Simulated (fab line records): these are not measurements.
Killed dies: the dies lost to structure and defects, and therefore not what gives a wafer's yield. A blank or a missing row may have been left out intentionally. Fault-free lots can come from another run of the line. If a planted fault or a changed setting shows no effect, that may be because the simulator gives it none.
Chamber matching + flow nand-harc + NHARC_P_CONTACT_CMP_24 on cmp-03: 4 sister chambers
The step polishes, t overpolish 30 s, target thk 200 nm. 4 wafers are shown with their chamber, then 7 later ones without.

## WAFERS, EACH WITH ITS CHAMBER
| wafer  | chamber | motor-current-A (A) |
|--------|---------|---------------------|
| L079.2 | 3       | 12.0                |
| L079.3 | 1       | 12.6                |
| L082.1 | 2       | 13.4                |
| L082.3 | 0       | 14.5                |

## WAFERS WITHOUT THEIR CHAMBER
| wafer  | motor-current-A (A) |
|--------|---------------------|
| L082.6 | 12.4                |
| L088.3 | 13.1                |
| L088.4 | 12.7                |
| L088.5 | 13.0                |
| L090.1 | 12.9                |
| L090.5 | 12.1                |
| L090.6 | 13.6                |

## THE CHAMBER EACH PASSED THROUGH
| wafer  | from the rows above     | in truth                   |
|--------|-------------------------|----------------------------|
| L082.6 | can't be placed: 1 or 3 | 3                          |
| L088.3 | can't be placed: 2 or 1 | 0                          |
| L088.4 | 1                       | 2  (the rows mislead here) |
| L088.5 | can't be placed: 1 or 2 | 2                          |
| L090.1 | can't be placed: 1 or 2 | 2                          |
| L090.5 | can't be placed: 3 or 1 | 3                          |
| L090.6 | 2                       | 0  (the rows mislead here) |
Correctly placed: 0 of 7. Can't be placed from these rows: 5 (the true chamber is among the candidates in 4). Placed wrongly: 2.
How it was worked out, from the rows above alone: a wafer's distance from a chamber is the root of the sum, over the readings, of the square of ((its reading less the chamber's mean) divided by the reading's scatter). If the next closest chamber is less than 2 further off than the closest, the wafer can't be placed; otherwise it belongs to the closest. A chamber's mean is the mean of its shown wafers. The scatter: root of mean squared gap, hidden wafer to nearest shown wafer, with one shown wafer a chamber.
